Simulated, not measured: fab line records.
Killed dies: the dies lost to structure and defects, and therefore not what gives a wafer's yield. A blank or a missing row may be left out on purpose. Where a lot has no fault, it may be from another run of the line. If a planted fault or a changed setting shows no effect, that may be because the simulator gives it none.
Comparing a struck lot with a sound one / flow n5Finfet / 16 steps out of a route of 1938
Sound: wafers L652.2, L652.3, L652.6. Struck: wafers L647.1, L647.4 (left out: L647.5, a lot-mate that was not struck); the cause follows at the end.
For every step that has rows: the tool of each side, followed by ch and its chambers, followed by its first start. Under that, the readings that differ: sound wafers / struck wafers / difference of the means / sigmas: that difference in standard deviations of wafers without a fault.
alike: readings with means less than 2 such deviations apart, plus words and numbers identical on both sides. not compared: withheld readings, readings lacking a value on some wafer, bounds such as >300 that could conceal the same value, and numbers that have no deviation in the record and whose values overlap.
The two part at a step that has a row with sigmas, a row that says differs or no value, or rows on one side only. When numbers do not overlap yet have no deviation, they are printed without sigmas and do not part them. A reading that every wafer of one side lacks parts them only if that side has two wafers or more.

first, 6 steps without rows for these wafers: N5_MOL_CONTACT_COAG_COAT_34 (resist thk 40 nm); N5_MOL_CONTACT_COAG_EBR_36; N5_MOL_CONTACT_COAG_SOFTBAKE_35 (time 60 s); N5_MOL_CONTACT_COAG_EXPOSE_37 (exposes mask VD, defocus 0 nm); N5_MOL_CONTACT_COAG_PEB_38 (peb time 60 s); N5_MOL_CONTACT_COAG_DEVELOP_39 (develop time 30 s).
N5_MOL_CONTACT_COAG_CD_MEAS_40 targets a cd of 25.1 nm.
  sound on cdSem-03 ch 0, day 10 02:41; struck on cdSem-03 ch 0, day 8 23:49
  alike: cdNm
N5_MOL_CONTACT_COAG_OVL_MEAS_41:
  sound on overlay-02 ch 0, day 10 02:44; struck on overlay-02 ch 0, day 8 23:51
reading=VD_OVL (nm); sound=-0.9 -0.1 -0.4; struck=1.4 1.0; difference=+1.7; sigmas=+3
N5_MOL_CONTACT_COAG_INSPECT_42: inspects for defects (brightfield).
  sound: defectInspect-02 at day 10 02:47; struck: defectInspect-02 at day 8 23:55
reading=rawDefectCount; sound=184 198 183; struck=362 342; difference=+164; sigmas=+2
N5_MOL_CONTACT_COAG_DESCUM_45: chemistry O2, time 7 s.
  sound on rieDiel-03 ch 2,3, day 10 02:49; struck on rieDiel-04 ch 0,2, day 8 23:57
  alike: drypumpMotorCurrentA, oesProductAu, rfVppV, showerheadPlenumPTorr, throttleValvePct
  not compared: rfHoursCounterH
N5_MOL_CONTACT_COAG_ETCH_65: etches underlayer in N2/H2, target depth 13 nm, time 10.4 s.
  sound on rieDiel-03 ch 2,3, day 10 02:51; struck on rieDiel-04 ch 0,2, day 8 23:59
  alike: drypumpMotorCurrentA, etchRfOnTimeS, n2FlowSccm, oesProductAu, rfVppV, showerheadPlenumPTorr, throttleValvePct
  not compared: rfHoursCounterH
N5_MOL_CONTACT_COAG_ETCH_66: etches SiARC in CF4, target depth 13 nm, time 21.7 s.
  sound on rieDiel-03 ch 2,3, day 10 02:52; struck on rieDiel-04 ch 0,2, day 9 00:00
  alike: drypumpMotorCurrentA, etchRfOnTimeS, mfcArSccm, oesProductAu, rfVppV, showerheadPlenumPTorr, throttleValvePct
  not compared: rfHoursCounterH
N5_MOL_CONTACT_COAG_ALD_133: deposits SiO2, target thk 5 nm, pulse time 1 s, co reactant pulse time 1 s.
  sound on aldSin-01 ch 0,1, day 10 02:57; struck on aldSin-03 ch 0,3, day 9 00:05
reading=aldCycles; sound=35 35 35; struck=37 37; difference=+2; sigmas=
  alike: heaterPowerW, precursorPulseHeightRel
N5_MOL_CONTACT_COAG_ETCHBACK_134: etches SiO2 in CHF3, target depth 10 nm, time 6.7 s.
  sound on rieDiel-03 ch 0,2,3, day 10 03:08; struck on rieDiel-06 ch 0,1, day 9 00:16
  alike: drypumpMotorCurrentA, mfcArSccm, oes_f_703_au, oesProductAu, rfVppV, showerheadPlenumPTorr, throttleValvePct
  not compared: rfHoursCounterH
-- the record jumps here: 3 days lie between the struck wafers' starts before and after (it left off in module MOL_CONTACT_COAG and takes up again in module BEOL_M4, whose first step shown is number 1111 of the route) --
N5_BEOL_M4_RC_MEAS_101:
  sound on prober-01 ch 0, day 12 22:34; struck on prober-01 ch 0, day 11 20:12
reading=DIBL_N (mV/V); sound=37.4 38.9 39.5; struck=36.1 33.9; difference=-3.6; sigmas=-3
  alike: DIBL_P, IOFF_N, IOFF_P, ION_N, ION_P, SS_N, SS_P, VT_N, VT_P
after that, 1 step had no rows for these wafers: N5_PASSIVATION_PROBE_49.

== WHERE THEY PART ==
Last at N5_BEOL_M4_RC_MEAS_101 as far as this record goes, first at N5_MOL_CONTACT_COAG_OVL_MEAS_41.

WHY: what the simulator had put in
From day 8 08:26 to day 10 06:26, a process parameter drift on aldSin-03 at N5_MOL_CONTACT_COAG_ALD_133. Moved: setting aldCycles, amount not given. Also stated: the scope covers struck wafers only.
